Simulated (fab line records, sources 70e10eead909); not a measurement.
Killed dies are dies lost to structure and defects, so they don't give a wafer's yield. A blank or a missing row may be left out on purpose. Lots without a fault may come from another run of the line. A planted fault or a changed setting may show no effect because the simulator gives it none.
fab line records | flow nand_harc | part 2 of 2: steps 30 to 36 of 36
record lots=5 wafers=15 last_day=31
route steps=1302 shown P_ZERO_WELL@58 P_STI@69
lots that met no fault: from a run of the same line without faults
start_h: hours from the record's first day to the start of the lot's first wafer shown | wait_h: hours since the lot's step before | " the same as in the row above | L1.1+2: a row that stands for several wafers | - no value, or no start given | * or withheld: withheld | < > ~ a bound
route shown NAME@n: a module of which the file shows steps, and the number in the route of the first | usual: mean/standard deviation of fault-free wafers | same: alike in all rows | chamber/n: place in a boat | sites: the reading at each site | _std_site: their standard deviation | _edge_site: outer sites' mean less inner sites' | radius_mm: how far each site lies from the wafer's centre | mask NAME#n: copy n | behind: the tool/chamber that last shaped the wafer | hold: why the lot was held/for how many hours/how that ended | device: the transistor (n, p or np) that didn't switch | end of line: the same wafers' tests at the end of the route | a step without rows: its recipe alone | killed: dies lost to structure and defects at the first sort, not the wafer's yield | map: a wafer's dies, x killed, . not, _ none there
set.NAME: the setting as run; set.NAME@STEP: as run at that earlier step | model.NAME: the simulator's own value behind a step, which no gauge read
lots at some steps of the route; a table a step, a row a wafer
services: from which hour (start_h, from the record's first day; less than 0 if before it) a tool's chamber was out of use, for how many hours, and why
## steps
# step NHARC_P_STI_DESCUM_14
# recipe time_s=3 o2_flow_sccm=200 ar_flow_sccm=0 bias_power_w=0 chemistry=O2
# usual drypump_motor_current_A=5.9/0.42 o2_flow_sccm=200.0/0.53 oes_product_au=0.998/0.0082 rf_vpp_V=57.9/0.88 showerhead_plenum_p_Torr=1.94/0.066 throttle_valve_pct=11.311/0.0084
# columns lot.wafer tool chamber start_h wait_h drypump_motor_current_A o2_flow_sccm oes_product_au rf_hours_counter_h rf_vpp_V showerhead_plenum_p_Torr throttle_valve_pct
L078.3 rie_diel-03 0 83.92 - 5.8 200.2 0.991 5.8 58.3 1.94 11.300
L078.2 " 1 " " 5.5 199.6 0.988 5.7 57.6 2.02 11.325
L078.6 " 2 " " 5.8 200.1 0.986 - 57.7 1.99 11.300
L080.3 rie_diel-01 1 105.48 - 5.7 199.4 0.995 6.0 57.1 1.88 11.313
L080.4 " 2 " " 6.3 199.5 1.004 5.0 58.0 1.98 11.308
L080.1 " 0 " " 6.3 200.3 1.003 5.7 57.5 1.90 11.321
L086.2 rie_diel-03 2 164.59 - 5.8 200.5 0.993 2.4 57.8 1.99 11.315
L086.5 " 3 " " 6.1 201.0 0.996 - 58.3 1.89 11.313
L086.6 " 2 " " 5.8 199.8 0.991 - 58.2 1.99 11.317
L090.4 rie_diel-01 1 202.17 - 5.7 199.5 1.014 13.1 56.2 1.88 11.305
L090.3 " 2 " " 6.2 199.9 0.999 12.4 58.9 1.97 11.317
L090.5 " 1 " " 5.7 200.1 1.004 - 56.6 1.88 11.308
L091.3 rie_diel-03 1 214.85 - 5.5 200.4 1.002 4.4 59.3 2.02 11.319
L091.4 " 0 " " 5.8 199.2 0.987 4.5 57.1 1.94 11.308
L091.5 " 1 " " 5.5 200.8 1.000 - 58.8 2.02 11.306
# step NHARC_P_STI_ETCH_42
# recipe target_depth_a=800 overetch_a=240 time_s=61 ion_energy_ev=200 n2_flow_sccm=150 h2_flow_sccm=150 ar_flow_sccm=0 rf_w=400 bias_w=150 chemistry=N2/H2
# usual drypump_motor_current_A=5.9/0.4 oes_product_au=0.997/0.0087 rf_vpp_V=431.4/2.1 showerhead_plenum_p_Torr=2.07/0.073 throttle_valve_pct=14.170/0.0087
# columns lot.wafer tool chamber start_h wait_h drypump_motor_current_A oes_product_au rf_hours_counter_h rf_vpp_V showerhead_plenum_p_Torr throttle_valve_pct
L078.2 rie_diel-03 2 83.99 0.1 5.8 0.995 6.2 433.0 2.12 14.165
L078.3 " 1 " " 5.6 0.989 5.8 434.3 2.16 14.157
L078.6 " 3 " " 6.1 0.995 - 428.8 2.01 14.157
L080.1 rie_diel-01 1 105.57 0.1 5.7 0.995 6.0 429.0 2.01 14.165
L080.3 " 3 " " 5.9 1.002 4.9 429.0 1.99 14.187
L080.4 " 0 " " 6.3 1.006 5.7 429.7 2.03 14.174
L086.2 rie_diel-03 2 164.67 0.1 5.8 1.002 2.4 432.0 2.12 14.177
L086.5 " 2 " " 5.8 0.991 - 432.7 2.12 14.164
L086.6 " 1 " " 5.6 0.987 - 433.7 2.16 14.160
L090.4 rie_diel-01 3 202.25 0.1 5.8 1.000 12.8 429.8 1.99 14.174
L090.3 " 1 " " 5.7 1.002 13.1 428.7 2.01 14.179
L090.5 " 2 " " 6.3 1.007 - 431.4 2.11 14.159
L091.4 rie_diel-03 3 214.93 0.1 6.1 0.998 4.8 430.5 2.01 14.183
L091.3 " 0 " " 5.7 0.974 4.5 431.4 2.07 14.169
L091.5 " 0 " " 5.8 0.982 - 430.5 2.07 14.182
# step NHARC_P_STI_ETCH_31
# recipe target_depth_a=1089 time_s=54.5 cf4_flow_sccm=100 chf3_flow_sccm=30 ar_flow_sccm=0 rf_w=500 bias_w=200 chemistry=CF4/CHF3
# usual drypump_motor_current_A=5.9/0.39 oes_product_au=0.949/0.022 rf_vpp_V=371.3/1.9 showerhead_plenum_p_Torr=1.59/0.051 throttle_valve_pct=16.801/0.0084
# columns lot.wafer tool chamber start_h wait_h drypump_motor_current_A oes_product_au rf_hours_counter_h rf_vpp_V showerhead_plenum_p_Torr throttle_valve_pct
L078.3 rie_diel-03 3 - - 6.1 0.927 5.2 370.2 1.56 16.790
L078.2 " 0 " " 5.7 0.918 5.8 373.0 1.59 16.805
L078.6 " 2 " " 5.8 0.930 - 373.1 1.63 16.797
L080.3 rie_diel-01 2 - - 6.3 0.963 5.0 373.2 1.62 16.813
L080.4 " 0 " " 6.3 0.996 5.8 369.7 1.56 16.800
L080.1 " 1 " " 5.7 0.949 6.1 371.1 1.55 16.795
L086.2 rie_diel-03 3 - - 6.1 0.905 2.6 370.5 1.55 16.801
L086.6 " 2 " " 5.8 0.919 - 371.9 1.63 16.826
L086.5 " 3 " " 6.1 0.923 - 370.9 1.56 16.808
L090.4 rie_diel-01 2 - - 6.3 0.984 12.4 371.3 1.62 16.788
L090.3 " 3 " " 5.8 0.978 12.9 371.3 1.54 16.809
L090.5 " 2 " " 6.3 0.986 - 372.3 1.62 16.794
L091.3 rie_diel-03 2 - - 5.8 0.936 4.5 373.8 1.63 16.800
L091.4 " 3 " " 6.1 0.911 4.8 370.0 1.55 16.790
L091.5 " 2 " " 5.8 0.927 - 373.0 1.63 16.810
# step NHARC_P_STI_ETCH_15
# recipe target_depth_a=3000 taper_deg=4 time_s=100.1 hbr_flow_sccm=150 cl2_flow_sccm=50 rf_w=400 icp_w=400 bias_w=100 chemistry=HBr/Cl2
# usual drypump_motor_current_A=5.5/0.53 hbr_flow_sccm=150.0/0.47 oes_product_au=0.998/0.012 throttle_valve_pct=26.406/0.0082
# columns lot.wafer tool chamber start_h wait_h drypump_motor_current_A hbr_flow_sccm oes_product_au rf_hours_counter_h throttle_valve_pct
L078.3 rie_si-05 0 84.18 - 4.8 149.4 1.002 1.0 26.405
L078.2 " 2 " " 5.3 149.8 0.992 1.0 26.401
L078.6 " 0 " " 4.8 149.9 1.004 - 26.409
L080.3 rie_si-06 1 105.76 - 5.6 150.1 0.986 0.1 26.411
L080.4 " 3 " " 4.9 150.5 1.018 0.1 26.399
L080.1 " 0 " " 6.6 149.8 0.999 0.1 26.407
L086.2 rie_si-06 1 164.93 - 5.7 150.7 0.995 0.4 26.410
L086.5 " 2 " " 5.3 149.0 0.985 - 26.397
L086.6 " 3 " " 4.9 151.0 1.012 - 26.404
L090.3 rie_si-06 2 202.45 - 5.3 149.9 0.994 1.0 26.406
L090.4 " 0 " " 6.6 150.3 1.010 0.6 26.397
L090.5 " 1 " " 5.6 150.3 1.003 - 26.419
L091.4 rie_si-05 0 215.15 - 4.8 149.7 0.990 0.6 26.425
L091.3 " 1 " " 5.7 149.5 0.979 0.6 26.412
L091.5 " 3 " " 4.9 150.0 0.993 - 26.396
# step NHARC_P_STI_CD_MEAS_16
# usual cd_nm=198.4/1.8
# columns lot.wafer tool chamber start_h wait_h cd_nm
L078.2 cd_sem-02 - 84.38 - 196.4
L078.3 " - " " 196.0
L078.6 " - " " 196.4
L080.1 cd_sem-03 - 105.92 - 197.6
L080.3 " - " " 198.4
L080.4 " - " " 196.1
L086.2 cd_sem-03 - 165.04 - 199.6
L086.5 " - " " 197.4
L086.6 " - " " 196.1
L090.3 cd_sem-01 - 202.60 - 198.3
L090.4 " - " " 198.8
L090.5 " - " " 199.8
L091.3 cd_sem-03 - 215.29 - 193.4
L091.4 " - " " 193.5
L091.5 " - " " 192.6
# step NHARC_P_STI_OCD_MEAS_17
# usual trench_depth_nm=300/5.4 trench_foot_cd_nm=156.8/1.9
# columns lot.wafer tool chamber start_h wait_h trench_depth_nm trench_foot_cd_nm
L078.2 ocd-01 - 84.46 0.1 293 156.2
L078.3 " - " " 299 154.4
L078.6 " - " " 301 155.0
L080.1 ocd-01 - 106.01 0.1 299 154.8
L080.3 " - " " 295 156.4
L080.4 " - " " 306 152.9
L086.2 ocd-01 - 165.13 0.1 300 157.1
L086.5 " - " " 295 157.5
L086.6 " - " " 309 154.1
L090.3 ocd-02 - 202.69 0.1 296 156.6
L090.4 " - " " 305 156.7
L090.5 " - " " 302 157.4
L091.3 ocd-01 - 215.37 0.1 291 155.2
L091.4 " - " " 296 153.7
L091.5 " - " " 295 153.6
# step NHARC_P_STI_STRIP_19
# recipe time_s=900 temp_c=130 chemistry=SPM
# columns lot.wafer tool chamber start_h wait_h
L078.2+6+3 wet_bench-02 3,5,0 84.52 0.1
L080.4+3+1 wet_bench-04 3,4,5 106.08 0.1
L086.2+6+5 wet_bench-09 0,1,4 165.19 0.1
L090.3+4+5 wet_bench-02 2,4,5 202.76 0.1
L091.4+3+5 wet_bench-02 4,5,6 215.45 0.1
## services
# columns tool chamber start_h hours kind
rie_diel-01 2 45.34 5.1 repair
implanter-02 - 48.19 1.6 repair
litho_track-02 - 52.00 7.0 pm
rie_diel-05 - 54.97 9.0 pm
wet_bench-02 - 68.00 8.0 pm
rie_si-06 - 72.00 9.0 pm
litho_track-07 - 76.00 7.0 pm
wet_bench-09 - 98.44 7.0 repair
litho_track-03 - 100.00 7.0 pm
rie_diel-03 - 104.30 9.0 pm
litho_track-05 - 124.00 7.0 pm
rie_diel-01 - 130.92 1.2 repair
implanter-02 - 146.00 13.0 pm
wet_bench-03 - 152.02 1.1 repair
wet_bench-07 - 160.00 8.0 pm
rie_diel-01 1 160.13 15.5 repair
rie_diel-03 0 163.06 5.1 repair
implanter-01 - 167.04 1.6 repair
wet_bench-06 - 170.26 4.1 repair
wet_bench-09 - 176.80 8.0 pm
rie_diel-01 1 180.69 8.6 repair
rie_diel-01 2 193.12 6.9 repair
rie_diel-01 - 203.80 9.0 pm
wet_bench-03 - 210.40 8.0 pm
